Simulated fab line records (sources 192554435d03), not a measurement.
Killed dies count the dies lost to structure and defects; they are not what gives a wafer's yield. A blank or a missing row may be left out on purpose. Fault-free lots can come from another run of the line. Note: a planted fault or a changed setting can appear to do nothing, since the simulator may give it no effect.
Matching of chambers + flow n5-finfet + 4 sister chambers for N5_BEOL_M15_DESCUM_15 on rie-diel-02
The step chemistry O2, time 7.9 s. 8 wafers are shown with their chamber, then 7 later ones without.

EACH WAFER AND ITS CHAMBER
| wafer  | chamber | showerhead-plenum-p-Torr (Torr) | throttle-valve-pct (%) |
|--------|---------|---------------------------------|------------------------|
| L804.4 | 0       | 1.92                            | 20.60                  |
| L809.2 | 3       | 2.09                            | 20.57                  |
| L809.3 | 0       | 1.92                            | 20.62                  |
| L812.6 | 1       | 2.04                            | 20.11                  |
| L813.4 | 2       | 2.04                            | 20.00                  |
| L813.5 | 1       | 2.04                            | 20.12                  |
| L813.6 | 2       | 2.04                            | 20.01                  |
| L815.1 | 3       | 2.08                            | 20.59                  |

WAFERS WHOSE CHAMBER IS MISSING
| wafer  | showerhead-plenum-p-Torr (Torr) | throttle-valve-pct (%) |
|--------|---------------------------------|------------------------|
| L815.4 | 2.04                            | 20.03                  |
| L815.5 | 2.04                            | 20.02                  |
| L820.1 | 2.03                            | 20.12                  |
| L820.2 | 2.08                            | 20.60                  |
| L822.1 | 1.91                            | 20.64                  |
| L822.4 | 2.08                            | 20.59                  |
| L822.5 | 2.08                            | 20.60                  |

WHICH CHAMBER EACH WENT THROUGH
| wafer  | from the rows above | in truth |
|--------|---------------------|----------|
| L815.4 | 2                   | 2        |
| L815.5 | 2                   | 2        |
| L820.1 | 1                   | 1        |
| L820.2 | 3                   | 3        |
| L822.1 | 0                   | 0        |
| L822.4 | 3                   | 3        |
| L822.5 | 3                   | 3        |
Correct placement for 7 of the 7. Can't be placed from these rows: 0. Number placed wrongly: 0.
How it was worked out, from the rows above alone: a wafer's distance from a chamber is the root of the sum, over the readings, of the square of ((its reading less the chamber's mean) divided by the reading's scatter). The wafer belongs to the nearest chamber; if the next one is less than 2 further off, it can't be placed. Each chamber's mean is taken over the wafers shown for it. The scatter is the square root of a quotient: the sum, over the shown wafers, of each reading's squared deviation from its chamber's mean, divided by wafers minus chambers.
